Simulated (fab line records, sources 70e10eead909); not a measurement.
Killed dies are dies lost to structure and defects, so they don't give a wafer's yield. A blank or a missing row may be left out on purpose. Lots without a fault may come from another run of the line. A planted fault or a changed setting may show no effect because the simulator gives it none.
fab line records | flow nand_harc
record lots=24 wafers=72 last_day=33
route steps=1302 shown A_CONTACT@1057 A_BLC@1131
lots that met no fault: from a run of the same line without faults
start_h: hours from the record's first day to the start of the lot's first wafer shown | wait_h: hours since the lot's step before | " the same as in the row above | L1.1+2: a row that stands for several wafers | - no value, or no start given | * or withheld: withheld | < > ~ a bound
route shown NAME@n: a module of which the file shows steps, and the number in the route of the first | usual: mean/standard deviation of fault-free wafers | same: alike in all rows | chamber/n: place in a boat | sites: the reading at each site | _std_site: their standard deviation | _edge_site: outer sites' mean less inner sites' | radius_mm: how far each site lies from the wafer's centre | mask NAME#n: copy n | behind: the tool/chamber that last shaped the wafer | hold: why the lot was held/for how many hours/how that ended | device: the transistor (n, p or np) that didn't switch | end of line: the same wafers' tests at the end of the route | a step without rows: its recipe alone | killed: dies lost to structure and defects at the first sort, not the wafer's yield | map: a wafer's dies, x killed, . not, _ none there
set.NAME: the setting as run; set.NAME@STEP: as run at that earlier step | model.NAME: the simulator's own value behind a step, which no gauge read
steps of the route over a sample of lots; a table a step, a row a wafer
services: from which hour (start_h, from the record's first day; less than 0 if before it) a tool's chamber was out of use, for how many hours, and why
## steps
# step NHARC_A_CONTACT_ETCH_91
# recipe target_depth_a=400 over_etch_frac=0.5 time_s=85.7 ion_energy_ev=120 ch3f_flow_sccm=50 o2_flow_sccm=30 ar_flow_sccm=200 rf_w=500 bias_w=100 chemistry=CH3F/O2
# usual drypump_motor_current_A=5.7/0.31 oes_product_au=0.94/0.032 rf_vpp_V=243.7/1.8 showerhead_plenum_p_Torr=2.41/0.12 throttle_valve_pct=20.663/0.0089
# columns lot.wafer tool chamber start_h wait_h drypump_motor_current_A oes_product_au rf_hours_counter_h rf_vpp_V showerhead_plenum_p_Torr throttle_valve_pct
L074.4 rie_diel-07 0 508.30 0.6 5.9 0.96 2 242.5 2.30 20.683
L074.3 " 1 " " 5.5 0.95 3 247.3 2.58 20.677
L074.6 " 3 " " 5.4 0.93 - 242.8 2.34 20.672
L075.2 rie_diel-11 1 508.41 0.6 5.5 0.92 22 245.8 2.59 20.648
L075.4 " 3 " " 5.2 0.92 22 243.3 2.34 20.679
L075.5 " 2 " " 6.1 0.92 - 243.9 2.40 20.661
L076.1 rie_diel-03 3 538.41 0.6 5.9 1.00 27 242.1 2.31 20.658
L076.4 " 0 " " 5.9 1.00 27 242.6 2.35 20.678
L076.5 " 0 " " 5.9 1.01 - 244.0 2.35 20.663
L078.4 rie_diel-03 1 541.98 0.6 5.1 1.00 24 241.9 2.33 20.652
L078.3 " 2 " " 5.8 0.98 23 246.0 2.49 20.680
L078.1 " 0 " " 5.9 1.00 28 242.2 2.35 20.659
L077.3 rie_diel-11 3 547.85 0.6 5.2 0.92 36 242.6 2.34 20.657
L077.5 " 0 " " 6.1 0.92 - 246.6 2.64 20.657
L077.6 " 1 " " 5.6 0.91 - 245.8 2.58 20.659
L079.1 rie_diel-07 3 556.78 0.6 5.5 0.93 12 241.7 2.34 20.660
L079.5 " 3 " " 5.4 0.93 - 242.9 2.34 20.659
L079.6 " 2 " " 5.7 0.95 - 243.1 2.35 20.658
L081.1 rie_diel-07 2 577.82 0.7 5.7 0.95 18 242.6 2.35 20.681
L081.4 " 3 " " 5.5 0.93 - 243.1 2.34 20.668
L081.6 " 0 " " 5.9 0.94 - 240.9 2.29 20.663
L082.1 rie_diel-07 3 582.80 0.7 5.4 0.92 17 242.7 2.34 20.664
L082.3 " 0 " " 5.8 0.94 16 241.8 2.29 20.673
L082.4 " 1 " " 5.5 0.92 13 245.3 2.58 20.657
L080.2 rie_diel-07 3 583.27 0.7 5.4 0.94 17 242.0 2.34 20.662
L080.3 " 2 " " 5.7 0.95 19 242.9 2.35 20.656
L080.6 " 3 " " 5.4 0.92 - 242.3 2.34 20.682
L083.2 rie_diel-07 2 596.24 0.7 5.7 0.94 21 242.8 2.35 20.669
L083.5 " 2 " " 5.7 0.96 - 242.5 2.35 20.666
L083.6 " 3 " " 5.4 0.93 - 243.9 2.34 20.658
L085.1 rie_diel-07 0 622.29 0.6 5.8 0.93 20 241.4 2.29 20.670
L085.4 " 1 " " 5.6 0.93 16 245.2 2.58 20.669
L085.3 " 2 " " 5.6 0.95 23 242.7 2.35 20.668
L084.1 rie_diel-11 2 640.79 0.7 6.1 0.92 10 243.1 2.39 20.638
L084.4 " 3 " " 5.1 0.92 10 242.7 2.32 20.661
L084.6 " 0 " " 6.1 0.93 - 246.6 2.63 20.673
L087.3 rie_diel-11 0 642.38 0.6 6.1 0.93 10 246.9 2.63 20.663
L087.2 " 1 " " 5.5 0.93 11 246.1 2.57 20.682
L087.6 " 0 " " 6.1 0.92 - 246.3 2.63 20.668
L086.2 rie_diel-11 1 645.04 2.1 5.5 0.92 12 245.8 2.57 20.648
L086.6 " 1 " " 5.5 0.93 - 244.0 2.57 20.661
L086.5 " 2 " " 6.1 0.92 - 243.3 2.39 20.661
L091.3 rie_diel-03 3 659.16 0.6 5.9 0.99 6 243.1 2.29 20.671
L091.4 " 0 " " 5.9 1.01 6 241.6 2.34 20.657
L091.6 " 3 " " 5.9 0.98 - 241.9 2.29 20.660
L090.1 rie_diel-11 3 662.31 0.6 5.1 0.92 20 242.9 2.32 20.668
L090.3 " 2 " " 6.1 0.92 20 243.5 2.38 20.669
L090.5 " 3 " " 5.2 0.93 - 242.4 2.32 20.665
L088.1 rie_diel-03 3 667.10 0.6 5.9 0.92 8 241.4 2.29 20.661
L088.4 " 1 " " 5.1 0.94 9 243.6 2.31 20.660
L088.2 " 2 " " 5.8 0.93 8 243.6 2.47 20.656
L089.3 rie_diel-03 3 680.28 0.6 5.9 0.91 11 243.3 2.29 20.656
L089.4 " 0 " " 5.9 0.92 11 241.9 2.33 20.663
L089.6 " 2 " " 5.8 0.92 - 244.9 2.47 20.654
L092.4 rie_diel-03 3 686.66 0.5 5.8 0.91 12 240.5 2.29 20.664
L092.1 " 1 " " 5.1 0.93 13 241.1 2.31 20.668
L092.5 " 3 " " 5.9 0.91 - 241.2 2.29 20.660
L093.4 rie_diel-03 3 708.92 0.6 5.9 0.90 22 242.1 2.28 20.667
L093.6 " 0 " " 5.9 0.94 - 242.4 2.33 20.673
L093.5 " 1 " " 5.1 0.92 - 244.0 2.31 20.666
L094.2 rie_diel-11 0 709.73 0.9 6.1 1.00 34 247.4 2.62 20.661
L094.3 " 2 " " 6.1 0.99 35 241.7 2.38 20.664
L094.4 " 3 " " 5.2 1.00 34 242.6 2.31 20.666
L095.1 rie_diel-07 1 720.33 0.6 5.5 1.00 1 245.6 2.57 20.654
L095.4 " 2 " " 5.7 1.01 2 243.4 2.35 20.660
L095.6 " 2 " " 5.7 1.00 - 243.2 2.35 20.669
L096.4 rie_diel-03 0 728.86 0.5 5.9 0.92 32 243.4 2.33 20.661
L096.6 " 1 " " 5.1 0.92 - 242.9 2.30 20.661
L096.5 " 2 " " 5.8 0.90 - 245.7 2.47 20.656
L097.2 rie_diel-07 2 740.32 0.7 5.7 0.93 5 242.3 2.35 20.668
L097.4 " 3 " " 5.4 0.92 6 243.1 2.33 20.668
L097.6 " 2 " " 5.7 0.93 - 245.1 2.35 20.660
# step NHARC_A_CONTACT_CD_MEAS_80
# usual cd_nm=289.4/0.81
# columns lot.wafer tool chamber start_h wait_h cd_nm
L074.3 cd_sem-03 - 508.51 - 288.4
L074.4 " - " " 289.1
L074.6 " - " " 288.8
L075.2 cd_sem-03 - 508.63 - 289.8
L075.4 " - " " 289.6
L075.5 " - " " 290.0
L076.1 cd_sem-02 - 538.63 - 289.8
L076.4 " - " " 289.4
L076.5 " - " " 289.2
L078.1 cd_sem-02 - 542.20 - 288.5
L078.3 " - " " 288.9
L078.4 " - " " 288.7
L077.3 cd_sem-03 - 548.03 - 289.6
L077.5 " - " " 289.8
L077.6 " - " " 289.9
L079.1 cd_sem-03 - 557.02 - 289.1
L079.5 " - " " 289.8
L079.6 " - " " 289.4
L081.1 cd_sem-02 - 578.53 - 288.7
L081.4 " - " " 289.7
L081.6 " - " " 289.8
L082.1 cd_sem-02 - 583.00 - 290.2
L082.3 " - " " 289.9
L082.4 " - " " 290.6
L080.2 cd_sem-02 - 583.50 - 288.4
L080.3 " - " " 288.8
L080.6 " - " " 288.1
L083.2 cd_sem-01 - 596.47 - 287.1
L083.5 " - " " 286.8
L083.6 " - " " 287.3
L085.1 cd_sem-01 - 622.50 - 289.4
L085.3 " - " " 288.6
L085.4 " - " " 289.7
L084.1 cd_sem-03 - 640.98 - 290.3
L084.4 " - " " 289.9
L084.6 " - " " 290.6
L087.2 cd_sem-02 - 642.61 - 289.5
L087.3 " - " " 288.9
L087.6 " - " " 289.0
L086.2 cd_sem-03 - 645.29 - 290.4
L086.5 " - " " 290.3
L086.6 " - " " 290.4
L091.3 cd_sem-01 - 659.66 - 290.0
L091.4 " - " " 289.7
L091.6 " - " " 289.7
L090.1 cd_sem-02 - 662.53 - 289.1
L090.3 " - " " 289.1
L090.5 " - " " 289.4
L088.1 cd_sem-03 - 667.41 - 288.0
L088.2 " - " " 288.0
L088.4 " - " " 289.0
L089.3 cd_sem-03 - 680.59 - 290.3
L089.4 " - " " 289.6
L089.6 " - " " 290.5
L092.1 cd_sem-02 - 686.86 - 290.3
L092.4 " - " " 289.4
L092.5 " - " " 288.7
L093.4 cd_sem-01 - 709.10 - 288.7
L093.5 " - " " 289.4
L093.6 " - " " 288.6
L094.2 cd_sem-03 - 709.95 - 288.9
L094.3 " - " " 288.9
L094.4 " - " " 289.6
L095.1 cd_sem-01 - 720.54 - 289.9
L095.4 " - " " 289.9
L095.6 " - " " 289.2
L096.4 cd_sem-03 - 729.18 - 289.0
L096.5 " - " " 289.7
L096.6 " - " " 290.0
L097.2 cd_sem-03 - 740.52 - 289.1
L097.4 " - " " 288.9
L097.6 " - " " 288.9
# step NHARC_A_CONTACT_DESCUM_13
# recipe time_s=3 o2_flow_sccm=200 ar_flow_sccm=0 bias_power_w=0 chemistry=O2
# usual drypump_motor_current_A=5.7/0.31 oes_product_au=1.002/0.012 rf_vpp_V=57.6/0.84 showerhead_plenum_p_Torr=1.86/0.087 throttle_valve_pct=11.311/0.0093
# columns lot.wafer tool chamber start_h wait_h drypump_motor_current_A oes_product_au rf_hours_counter_h rf_vpp_V showerhead_plenum_p_Torr throttle_valve_pct
L074.4 rie_diel-07 0 512.11 0.1 5.8 1.013 3 56.5 1.78 11.312
L074.3 " 3 " " 5.4 1.007 3 56.0 1.82 11.306
L074.6 " 1 " " 5.5 1.006 - 58.4 2.01 11.312
L075.4 rie_diel-07 2 512.27 0.1 5.6 1.024 4 59.2 1.83 11.315
L075.2 " 3 " " 5.4 0.996 3 57.2 1.82 11.299
L075.5 " 3 " " 5.4 1.004 - 57.9 1.82 11.303
L076.4 rie_diel-07 2 542.95 0.1 5.6 1.022 12 58.1 1.83 11.311
L076.1 " 0 " " 5.9 1.015 9 56.7 1.78 11.325
L076.5 " 3 " " 5.4 0.997 - 58.3 1.82 11.308
L078.4 rie_diel-07 2 545.82 0.1 5.7 1.015 12 58.5 1.83 11.316
L078.1 " 3 " " 5.4 1.010 10 56.8 1.82 11.302
L078.3 " 0 " " 5.8 1.014 10 57.9 1.78 11.322
L077.3 rie_diel-07 2 551.94 0.1 5.7 1.028 13 57.6 1.83 11.311
L077.6 " 1 " " 5.5 1.011 - 58.7 2.01 11.319
L077.5 " 2 " " 5.7 1.029 - 58.0 1.83 11.294
L079.1 rie_diel-07 2 562.18 0.1 5.7 1.024 14 57.6 1.83 11.309
L079.5 " 3 " " 5.5 1.007 - 56.3 1.82 11.326
L079.6 " 2 " " 5.7 1.025 - 57.6 1.83 11.304
L081.1 rie_diel-07 1 586.61 0.1 5.5 1.010 13 58.7 2.01 11.317
L081.4 " 3 " " 5.4 1.008 17 58.8 1.82 11.300
L081.6 " 1 " " 5.5 1.017 - 58.1 2.01 11.313
L082.3 rie_diel-03 3 587.49 0.1 5.9 1.005 48 56.3 1.78 11.300
L082.4 " 0 " " 5.9 0.997 46 56.3 1.82 11.319
L082.1 " 1 " " 5.1 1.008 39 57.0 1.80 11.295
L080.3 rie_diel-07 2 589.55 0.1 5.7 1.013 20 59.3 1.83 11.313
L080.2 " 3 " " 5.4 1.000 17 56.4 1.82 11.311
L080.6 " 1 " " 5.5 1.012 - 57.3 2.01 11.319
L083.2 rie_diel-03 2 603.59 0.1 5.9 0.982 45 57.4 1.93 11.306
L083.5 " 2 " " 5.8 0.994 - 58.6 1.93 11.321
L083.6 " 3 " " 5.9 1.003 - 57.3 1.78 11.303
L085.1 rie_diel-11 1 627.46 0.1 5.5 0.999 2 57.7 2.00 11.314
L085.4 " 3 " " 5.1 1.000 1 57.9 1.81 11.317
L085.3 " 0 " " 6.1 0.985 1 58.1 2.06 11.308
L084.4 rie_diel-03 0 648.61 0.2 5.9 1.004 1 58.5 1.82 11.309
L084.1 " 2 " " 5.8 0.985 1 59.2 1.93 11.303
L084.6 " 0 " " 5.9 1.014 - 57.8 1.82 11.311
L087.2 rie_diel-03 0 650.11 0.1 5.9 1.013 2 57.4 1.82 11.291
L087.3 " 1 " " 5.1 0.992 2 57.8 1.80 11.310
L087.6 " 3 " " 5.9 0.992 - 56.2 1.78 11.303
L086.2 rie_diel-03 0 651.26 0.1 5.9 1.005 2 58.4 1.82 11.297
L086.5 " 1 " " 5.1 1.005 - 58.3 1.80 11.316
L086.6 " 2 " " 5.9 1.000 - 56.9 1.93 11.296
L091.3 rie_diel-11 3 664.06 0.1 5.2 0.998 20 57.8 1.80 11.322
L091.4 " 2 " " 6.1 0.995 20 55.8 1.85 11.312
L091.6 " 0 " " 6.1 0.998 - 59.5 2.05 11.312
L090.3 rie_diel-03 3 671.26 0.1 5.9 0.984 9 55.5 1.78 11.316
L090.1 " 1 " " 5.0 0.995 9 57.4 1.80 11.311
L090.5 " 3 " " 5.9 0.977 - 57.8 1.78 11.322
L088.2 rie_diel-03 0 677.03 0.1 5.9 0.998 10 57.2 1.81 11.320
L088.4 " 1 " " 5.1 0.992 10 56.7 1.79 11.313
L088.1 " 2 " " 5.9 0.982 10 57.5 1.93 11.330
L089.4 rie_diel-03 0 687.08 0.1 5.9 0.997 13 57.0 1.81 11.324
L089.3 " 1 " " 5.1 0.990 13 56.6 1.79 11.301
L089.6 " 0 " " 5.9 1.006 - 57.2 1.81 11.306
L092.1 rie_diel-03 1 691.70 1.1 5.1 0.993 16 55.6 1.79 11.305
L092.4 " 0 " " 5.9 0.995 17 57.2 1.81 11.318
L092.5 " 1 " " 5.1 0.992 - 57.9 1.79 11.314
L093.4 rie_diel-11 1 712.83 0.1 5.5 1.003 38 59.0 1.99 11.318
L093.6 " 2 " " 6.1 1.004 - 59.1 1.85 11.321
L093.5 " 3 " " 5.2 1.001 - 57.3 1.80 11.318
L094.4 rie_diel-07 3 714.16 0.1 5.4 1.001 0 57.4 1.81 11.312
L094.3 " 1 " " 5.6 1.006 0 57.8 2.01 11.323
L094.2 " 2 " " 5.7 1.015 0 58.5 1.83 11.330
L095.4 rie_diel-07 1 724.16 0.1 5.5 1.002 2 58.3 2.01 11.327
L095.1 " 2 " " 5.7 0.996 3 58.1 1.83 11.291
L095.6 " 1 " " 5.5 1.004 - 57.2 2.01 11.288
L096.4 rie_diel-11 2 735.18 0.1 6.1 0.989 45 56.5 1.84 11.313
L096.6 " 2 " " 6.1 0.998 - 56.0 1.84 11.318
L096.5 " 3 " " 5.1 0.995 - 56.4 1.79 11.320
L097.4 rie_diel-11 0 749.67 0.1 6.1 1.006 52 58.5 2.04 11.306
L097.2 " 3 " " 5.2 0.997 48 57.7 1.79 11.317
L097.6 " 0 " " 6.1 0.997 - 58.5 2.04 11.313
# step NHARC_A_CONTACT_ETCH_134
# recipe source_w=withheld pressure_mtorr=20 bias_v=withheld time_s=140 target_depth_a=7000 ar_flow_sccm=withheld c4f8_flow_sccm=withheld o2_flow_sccm=withheld chemistry=C4F8/O2/Ar
# columns lot.wafer tool chamber start_h wait_h rf_hours_counter_h
L074.4 har_cap_etch-02 0 513.50 - -
L074.3 " 1 " " -
L074.6 " 0 " " -
L075.2 har_cap_etch-03 0 513.82 - 46
L075.4 " 1 " " -
L075.5 " 0 " " -
L076.1 har_cap_etch-01 1 544.12 - 4
L076.4 " 0 " " -
L076.5 " 0 " " -
L078.1 har_cap_etch-01 1 546.95 - 5
L078.4 " 1 " " -
L078.3 " 0 " " -
L077.3 har_cap_etch-02 1 553.16 - -
L077.6 " 0 " " -
L077.5 " 1 " " -
L079.1 har_cap_etch-01 0 563.61 - 7
L079.5 " 0 " " -
L079.6 " 1 " " -
L081.1 har_cap_etch-03 1 588.05 - 59
L081.4 " 1 " " -
L081.6 " 0 " " -
L082.1 har_cap_etch-01 1 588.62 - 12
L082.4 " 1 " " -
L082.3 " 0 " " -
L080.2 har_cap_etch-02 1 590.69 - 103
L080.3 " 1 " " -
L080.6 " 1 " " -
L083.2 har_cap_etch-01 0 604.72 - 13
L083.5 " 0 " " -
L083.6 " 1 " " -
L085.1 har_cap_etch-01 0 628.63 - 17
L085.4 " 1 " " -
L085.3 " 0 " " -
L084.1 har_cap_etch-02 0 649.79 - 113
L084.4 " 0 " " -
L084.6 " 1 " " -
L087.2 har_cap_etch-03 1 651.22 - 70
L087.3 " 0 " " -
L087.6 " 1 " " -
L086.2 har_cap_etch-01 0 652.80 - 23
L086.6 " 1 " " -
L086.5 " 0 " " -
L091.4 har_cap_etch-03 0 665.33 - -
L091.3 " 1 " " -
L091.6 " 0 " " -
L090.1 har_cap_etch-01 0 672.37 - 26
L090.3 " 0 " " -
L090.5 " 0 " " -
L088.2 har_cap_etch-01 0 678.31 - 27
L088.1 " 1 " " 27
L088.4 " 0 " " -
L089.4 har_cap_etch-02 1 688.29 - -
L089.3 " 0 " " -
L089.6 " 0 " " -
L092.1 har_cap_etch-03 1 692.94 - 76
L092.4 " 1 " " -
L092.5 " 0 " " -
L093.4 har_cap_etch-03 1 714.03 - -
L093.5 " 0 " " -
L093.6 " 1 " " -
L094.2 har_cap_etch-02 0 716.19 - 125
L094.4 " 0 " " -
L094.3 " 1 " " -
L095.1 har_cap_etch-01 1 725.32 - 37
L095.4 " 0 " " -
L095.6 " 1 " " -
L096.4 har_cap_etch-01 1 736.43 - -
L096.6 " 1 " " -
L096.5 " 0 " " -
L097.2 har_cap_etch-03 1 750.85 - 85
L097.4 " 1 " " -
L097.6 " 1 " " -
# step NHARC_A_CONTACT_ETCH_135
# recipe source_w=withheld pressure_mtorr=20 bias_v=1200 time_s=311 target_depth_a=19120 ar_flow_sccm=withheld c4f8_flow_sccm=withheld o2_flow_sccm=withheld chemistry=C4F8/O2/Ar
# columns lot.wafer tool chamber start_h wait_h rf_hours_counter_h
L074.4 har_cap_etch-02 0 513.72 0.2 -
L074.3 " 1 " " -
L074.6 " 0 " " -
L075.2 har_cap_etch-03 0 514.02 0.2 46
L075.4 " 1 " " -
L075.5 " 0 " " -
L076.1 har_cap_etch-01 1 544.33 0.2 4
L076.4 " 0 " " -
L076.5 " 0 " " -
L078.1 har_cap_etch-01 1 547.15 0.2 6
L078.4 " 1 " " -
L078.3 " 0 " " -
L077.3 har_cap_etch-02 1 553.40 0.2 -
L077.6 " 0 " " -
L077.5 " 1 " " -
L079.1 har_cap_etch-01 0 563.80 0.2 7
L079.5 " 0 " " -
L079.6 " 1 " " -
L081.1 har_cap_etch-03 1 588.27 0.2 59
L081.4 " 1 " " -
L081.6 " 0 " " -
L082.1 har_cap_etch-01 1 588.82 0.2 12
L082.4 " 1 " " -
L082.3 " 0 " " -
L080.2 har_cap_etch-02 1 590.90 0.2 103
L080.3 " 1 " " -
L080.6 " 1 " " -
L083.2 har_cap_etch-01 0 604.92 0.2 14
L083.5 " 0 " " -
L083.6 " 1 " " -
L085.1 har_cap_etch-01 0 628.92 0.2 17
L085.4 " 1 " " -
L085.3 " 0 " " -
L084.1 har_cap_etch-02 0 649.99 0.2 113
L084.4 " 0 " " -
L084.6 " 1 " " -
L087.2 har_cap_etch-03 1 651.42 0.2 70
L087.3 " 0 " " -
L087.6 " 1 " " -
L086.2 har_cap_etch-01 0 653.01 0.2 23
L086.6 " 1 " " -
L086.5 " 0 " " -
L091.4 har_cap_etch-03 0 665.56 0.2 -
L091.3 " 1 " " -
L091.6 " 0 " " -
L090.1 har_cap_etch-01 0 672.57 0.2 26
L090.3 " 0 " " -
L090.5 " 0 " " -
L088.2 har_cap_etch-01 0 678.51 0.2 28
L088.1 " 1 " " 28
L088.4 " 0 " " -
L089.4 har_cap_etch-02 1 688.52 0.2 -
L089.3 " 0 " " -
L089.6 " 0 " " -
L092.1 har_cap_etch-03 1 693.14 0.2 76
L092.4 " 1 " " -
L092.5 " 0 " " -
L093.4 har_cap_etch-03 1 714.26 0.2 -
L093.5 " 0 " " -
L093.6 " 1 " " -
L094.2 har_cap_etch-02 0 716.46 0.2 126
L094.4 " 0 " " -
L094.3 " 1 " " -
L095.1 har_cap_etch-01 1 725.53 0.2 37
L095.4 " 0 " " -
L095.6 " 1 " " -
L096.4 har_cap_etch-01 1 736.66 0.2 -
L096.6 " 1 " " -
L096.5 " 0 " " -
L097.2 har_cap_etch-03 1 751.05 0.2 85
L097.4 " 1 " " -
L097.6 " 1 " " -
# step NHARC_A_BLC_ALD_23
# recipe target_thk_a=30 pulse_time_s=1 ald_cycles=150 temp_c=450 material=TiN
# usual heater_power_w=1043/100 precursor_pulse_height_rel=1.001/0.019
# columns lot.wafer tool chamber start_h wait_h heater_power_w precursor_pulse_height_rel
L075.4 ald_metal-02 0 520.80 - 955 1.017
L075.2 " 1 " " 1155 1.013
L075.5 " 0 " " 973 0.999
L074.3 ald_metal-03 1 521.91 - 970 0.996
L074.4 " 3 " " 938 0.990
L074.6 " 2 " " 1037 0.977
L076.4 ald_metal-03 3 550.97 - 914 0.993
L076.1 " 0 " " 1074 0.998
L076.5 " 0 " " 1081 1.018
L078.1 ald_metal-01 1 553.83 - 1033 1.016
L078.3 " 2 " " 1036 1.005
L078.4 " 0 " " 1171 0.994
L077.3 ald_metal-02 2 560.31 - 1230 0.995
L077.6 " 1 " " 1196 0.997
L077.5 " 2 " " 1215 1.005
L079.1 ald_metal-02 3 570.58 - 1066 1.004
L079.6 " 3 " " 1083 0.985
L079.5 " 0 " " 985 1.002
L081.4 ald_metal-02 0 595.01 - 977 1.011
L081.1 " 3 " " 1083 1.009
L081.6 " 0 " " 942 1.009
L082.1 ald_metal-03 1 595.61 - 943 0.990
L082.3 " 2 " " 1090 1.017
L082.4 " 1 " " 954 0.981
L080.2 ald_metal-01 3 598.26 - 923 1.002
L080.3 " 0 " " 1202 1.003
L080.6 " 2 " " 1019 0.988
L083.2 ald_metal-01 3 611.87 - 930 1.043
L083.5 " 0 " " 1192 1.011
L083.6 " 1 " " 1022 0.996
L085.4 ald_metal-01 1 639.43 - 1053 1.003
L085.1 " 2 " " 1015 1.016
L085.3 " 3 " " 942 1.036
L084.4 ald_metal-03 0 657.63 - 992 0.988
L084.1 " 1 " " 1009 0.981
L084.6 " 1 " " 972 0.990
L087.2 ald_metal-02 2 658.55 - 1196 1.002
L087.3 " 0 " " 899 0.982
L087.6 " 2 " " 1239 1.049
L086.2 ald_metal-01 2 659.74 - 1039 0.986
L086.6 " 0 " " 1215 1.020
L086.5 " 1 " " 1012 1.021
L091.3 ald_metal-03 3 672.70 - 838 0.970
L091.4 " 0 " " 1007 1.035
L091.6 " 2 " " 1105 0.993
L090.3 ald_metal-01 3 679.57 - 928 0.978
L090.1 " 1 " " 1045 1.004
L090.5 " 2 " " 1023 1.003
L088.1 ald_metal-02 3 685.32 - 1021 0.995
L088.2 " 0 " " 885 1.038
L088.4 " 2 " " 1218 1.017
L089.3 ald_metal-03 0 697.02 - 1009 1.028
L089.4 " 1 " " 982 0.997
L089.6 " 2 " " 1089 0.987
L092.1 ald_metal-01 1 700.81 - 1037 1.001
L092.4 " 2 " " 1026 0.999
L092.5 " 2 " " 1025 0.975
L093.4 ald_metal-01 2 720.96 - 1066 1.013
L093.5 " 0 " " 1110 0.985
L093.6 " 1 " " 990 0.989
L094.3 ald_metal-02 0 723.74 - 928 0.981
L094.4 " 1 " " 1128 0.984
L094.2 " 3 " " 1067 1.029
L095.1 ald_metal-02 3 732.35 - 1041 0.993
L095.4 " 1 " " 1073 1.001
L095.6 " 2 " " 1271 0.977
L096.4 ald_metal-03 3 743.46 - 820 0.997
L096.6 " 2 " " 1111 1.058
L096.5 " 3 " " 840 0.972
L097.4 ald_metal-03 0 757.72 - 1081 1.017
L097.2 " 2 " " 1124 0.995
L097.6 " 0 " " 1106 0.986
## services
# columns tool chamber start_h hours kind
har_cap_etch-01 - 497.00 17.0 pm
har_cap_etch-01 0 497.00 17.0 vent_cycle
har_cap_etch-01 1 497.00 17.0 vent_cycle
har_cap_etch-01 0 514.00 - clean
ald_metal-01 - 526.00 10.0 pm
rie_diel-07 1 535.80 6.2 repair
ald_metal-02 3 553.14 7.5 repair
rie_diel-07 1 556.54 21.6 repair
ald_metal-03 3 557.90 42.5 repair
ald_metal-03 - 568.00 10.0 pm
rie_diel-07 - 586.78 0.6 repair
ald_metal-02 - 610.00 10.0 pm
rie_diel-11 - 611.04 9.0 pm
rie_diel-03 0 630.78 15.7 repair
rie_diel-03 3 630.90 7.0 repair
rie_diel-03 - 637.33 9.0 pm
har_cap_etch-02 - 683.72 0.6 repair
rie_diel-11 0 700.93 5.1 repair
ald_metal-01 - 704.00 10.0 pm
rie_diel-07 - 704.90 9.0 pm
ald_metal-03 0 726.90 2.5 repair
ald_metal-03 2 735.74 2.8 repair
ald_metal-03 - 746.00 10.0 pm
har_cap_etch-02 - 754.76 17.0 pm
## key
fault none
